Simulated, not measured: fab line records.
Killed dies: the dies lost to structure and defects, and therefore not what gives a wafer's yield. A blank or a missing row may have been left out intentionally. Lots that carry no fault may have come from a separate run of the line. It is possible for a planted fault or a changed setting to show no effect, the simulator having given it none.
Split-lot experiment :: flow n5_finfet :: 21 wafers read across 7 lots, on a route 1938 steps long

== THE SPLIT ITSELF ==
At N5_BEOL_M0_SAQP_ETCH_107 (etches SiNx in CH3F/O2, target depth 30 nm), the setting bias_w was moved away from the recipe's 73 W on 7 of the 21 wafers read, by -15.1% to +15.1%. For the rest of the wafers, this setting stayed at what the recipe calls for.

The reading is taken at the split's own step.

== THE READING ==
rf_vpp_V, in V, at N5_BEOL_M0_SAQP_ETCH_107 (etches SiNx in CH3F/O2, target depth 30 nm). On this fab line, fault-free wafers typically give 297.0 V with a standard deviation of 2.5 V.

wafer: L074.1
tool, chamber at the split: rie_diel-02, 1
bias_w as run, W: 73
against the recipe: recipe
rf_vpp_V, V: 298.0
against lot-mates on the recipe: -

wafer: L074.3
tool, chamber at the split: rie_diel-02, 2
bias_w as run, W: 62.01
against the recipe: -15.1%
rf_vpp_V, V: 260.5
against lot-mates on the recipe: -37.5

wafer: L074.5
tool, chamber at the split: rie_diel-02, 0
bias_w as run, W: 62.01
against the recipe: -15.1%
rf_vpp_V, V: 261.4
against lot-mates on the recipe: -36.6

wafer: L075.2
tool, chamber at the split: rie_diel-05, 1
bias_w as run, W: 84.04
against the recipe: +15.1%
rf_vpp_V, V: 327.3
against lot-mates on the recipe: +30.7

wafer: L075.3
tool, chamber at the split: rie_diel-05, 2
bias_w as run, W: 73
against the recipe: recipe
rf_vpp_V, V: 296.6
against lot-mates on the recipe: -

wafer: L075.5
tool, chamber at the split: rie_diel-05, 1
bias_w as run, W: 84.04
against the recipe: +15.1%
rf_vpp_V, V: 326.9
against lot-mates on the recipe: +30.3

wafer: L079.2
tool, chamber at the split: rie_diel-02, 2
bias_w as run, W: 73
against the recipe: recipe
rf_vpp_V, V: 297.0
against lot-mates on the recipe: -

wafer: L079.3
tool, chamber at the split: rie_diel-02, 3
bias_w as run, W: 63.51
against the recipe: -13.0%
rf_vpp_V, V: 269.7
against lot-mates on the recipe: -27.3

wafer: L079.4
tool, chamber at the split: rie_diel-02, 0
bias_w as run, W: 63.51
against the recipe: -13.0%
rf_vpp_V, V: 266.5
against lot-mates on the recipe: -30.5

wafer: L080.1
tool, chamber at the split: rie_diel-02, 2
bias_w as run, W: 73
against the recipe: recipe
rf_vpp_V, V: 295.5
against lot-mates on the recipe: -

wafer: L080.2
tool, chamber at the split: rie_diel-02, 0
bias_w as run, W: 73
against the recipe: recipe
rf_vpp_V, V: 298.3
against lot-mates on the recipe: -

wafer: L080.6
tool, chamber at the split: rie_diel-02, 3
bias_w as run, W: 73
against the recipe: recipe
rf_vpp_V, V: 302.1
against lot-mates on the recipe: -

wafer: L083.1
tool, chamber at the split: rie_diel-02, 0
bias_w as run, W: 73
against the recipe: recipe
rf_vpp_V, V: 297.5
against lot-mates on the recipe: -

wafer: L083.3
tool, chamber at the split: rie_diel-02, 1
bias_w as run, W: 73
against the recipe: recipe
rf_vpp_V, V: 299.0
against lot-mates on the recipe: -

wafer: L083.6
tool, chamber at the split: rie_diel-02, 2
bias_w as run, W: 62.94
against the recipe: -13.8%
rf_vpp_V, V: 262.7
against lot-mates on the recipe: -35.6

wafer: L084.1
tool, chamber at the split: rie_diel-02, 0
bias_w as run, W: 73
against the recipe: recipe
rf_vpp_V, V: 295.8
against lot-mates on the recipe: -

wafer: L084.2
tool, chamber at the split: rie_diel-02, 1
bias_w as run, W: 73
against the recipe: recipe
rf_vpp_V, V: 299.3
against lot-mates on the recipe: -

wafer: L084.3
tool, chamber at the split: rie_diel-02, 3
bias_w as run, W: 73
against the recipe: recipe
rf_vpp_V, V: 300.2
against lot-mates on the recipe: -

wafer: L096.1
tool, chamber at the split: rie_diel-02, 3
bias_w as run, W: 73
against the recipe: recipe
rf_vpp_V, V: 300.5
against lot-mates on the recipe: -

wafer: L096.3
tool, chamber at the split: rie_diel-02, 3
bias_w as run, W: 73
against the recipe: recipe
rf_vpp_V, V: 299.4
against lot-mates on the recipe: -

wafer: L096.4
tool, chamber at the split: rie_diel-02, 2
bias_w as run, W: 73
against the recipe: recipe
rf_vpp_V, V: 297.0
against lot-mates on the recipe: -

THE FIT
A straight line over all 21 wafers: rf_vpp_V changes by +2.24 V for each +1% of bias_w; r = +0.99; the points scatter about the line by 2.6 V.
The same after taking each lot's own level away (the mean of its wafers on the recipe; 21 wafers): +2.26 V for each +1%; r = +0.99; scatter 2.3 V.
On that fit, the largest move of bias_w shifts the reading by 34 V.
The lots' own levels span 296.60 to 298.97 V, that is 0.9 times the standard deviation above.
So the lot-to-lot level changes the slope little: the two slopes agree.
Check: for one of the wafers moved furthest among these (+15.1%), held out of the fit, the line's prediction against its lot-mates is +34.3 V. It came out at +30.7 V against them.
Tool readings at the split's step, against how far the setting was moved: rf_vpp_V r = +0.99.

== OTHER SPLITS ON THESE WAFERS ==
Other splits were also applied to these wafers ahead of the reading. Each is held against what the fit with the lots' levels taken away leaves over:
other split on the same wafers: N5_MOL_CONTACT_COAG_COAT_76 spin_rpm
wafers away from the commonest value: 4
r with rf_vpp_V (lot level and that fit taken away): +0.35

other split on the same wafers: N5_MOL_CONTACT_COAG_COAT_64 spin_rpm
wafers away from the commonest value: 5
r with rf_vpp_V (lot level and that fit taken away): -0.35

== THE WHOLE CHAIN: every reading that the file lists as answering this split, in the file's order ==
step: N5_BEOL_M0_SAQP_ETCH_107
what it does: etches SiNx in CH3F/O2, target depth 30 nm
reading: rf_vpp_V
change (the file's fit): +2.32 V for each +1% of the setting
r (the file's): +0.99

step: N5_BEOL_M0_SAQP_ETCH_107
what it does: etches SiNx in CH3F/O2, target depth 30 nm
reading: BEOL_M0_SAQP.feature_depth_nm (the simulator's own value, which no gauge read)
change (the file's fit): +0.131 nm for each +1% of the setting
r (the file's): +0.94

== FILE'S OWN FIT ==
rf_vpp_V changes by +2.32 V for each +1% of bias_w, r = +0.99.
